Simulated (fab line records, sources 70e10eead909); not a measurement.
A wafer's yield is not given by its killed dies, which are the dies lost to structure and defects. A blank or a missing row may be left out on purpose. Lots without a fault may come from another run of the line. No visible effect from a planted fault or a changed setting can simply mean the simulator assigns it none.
Which tool is to blame?    flow nand-harc    18 wafers from 6 lots sampled at 3 of the route's 1302 steps

== WHAT THE GAUGES SHOWED, per wafer ==
NHARC_A_DECK1_JOINT_THK_MEAS_14: measures by ellipsometry.
lot   measured      on             thk-nm (nm)
L857  day 12 02:08  film-metro-02  51.1 47.8 51.6
L858  day 12 05:50  film-metro-01  50.8 50.2 51.3
L861  day 13 18:23  film-metro-01  49.7 51.1 51.4
L862  day 14 17:06  film-metro-02  51.8 50.6 51.8
L866  day 15 12:20  film-metro-01  48.7 49.5 50.2
L877  day 20 13:53  film-metro-02  51.4 52.1 50.8

== EACH LOT AND THE TOOL THAT RAN IT (in order: tool; ch and the chambers of the sampled wafers; start) ==
lot   NHARC_A_CHANNEL_FILL_D1_CMP_10  NHARC_A_DECK1_JOINT_CMP_13
L857  cmp-02 ch 1,2,3, day 11 11:17   cmp-03 ch 0,1, day 12 01:53
L858  cmp-04 ch 0,2,3, day 11 19:04   cmp-02 ch 0,1,2, day 12 05:35
L861  cmp-02 ch 1,3, day 13 07:23     cmp-03 ch 0,2,3, day 13 18:09
L862  cmp-02 ch 2,3, day 14 05:57     cmp-04 ch 0,1,2, day 14 16:53
L866  cmp-02 ch 0,1,2, day 15 01:12   cmp-02 ch 1,2,3, day 15 12:08
L877  cmp-04 ch 0,2, day 20 02:55     cmp-04 ch 1,2, day 20 13:38
- NHARC_A_CHANNEL_FILL_D1_CMP_10: polishes, target thk 150 nm.
- NHARC_A_DECK1_JOINT_CMP_13: polishes, target thk 51.023 nm.

== THE ANSWER, worked out from the rows above alone ==
Rule: what is usual is taken from the lots themselves. The widest of any qualifying gaps counts: lots, ordered by their means at a reading, are off when they make up no more than a third of the lots, leave a main group of 4 or more, and stand apart from it by 3 or more times the standard deviation of that group's means. A main group whose means are all the same, to the digits that the tables above print for the reading, isn't used. A lot without any number at a reading at which 4 lots or more have one is off too. Where the step has rows for the other lots, those lots are counted as sound.
No lot is off on any of the readings shown, so nothing can be concluded from this.

== WHAT THE SIMULATOR PUT IN ==
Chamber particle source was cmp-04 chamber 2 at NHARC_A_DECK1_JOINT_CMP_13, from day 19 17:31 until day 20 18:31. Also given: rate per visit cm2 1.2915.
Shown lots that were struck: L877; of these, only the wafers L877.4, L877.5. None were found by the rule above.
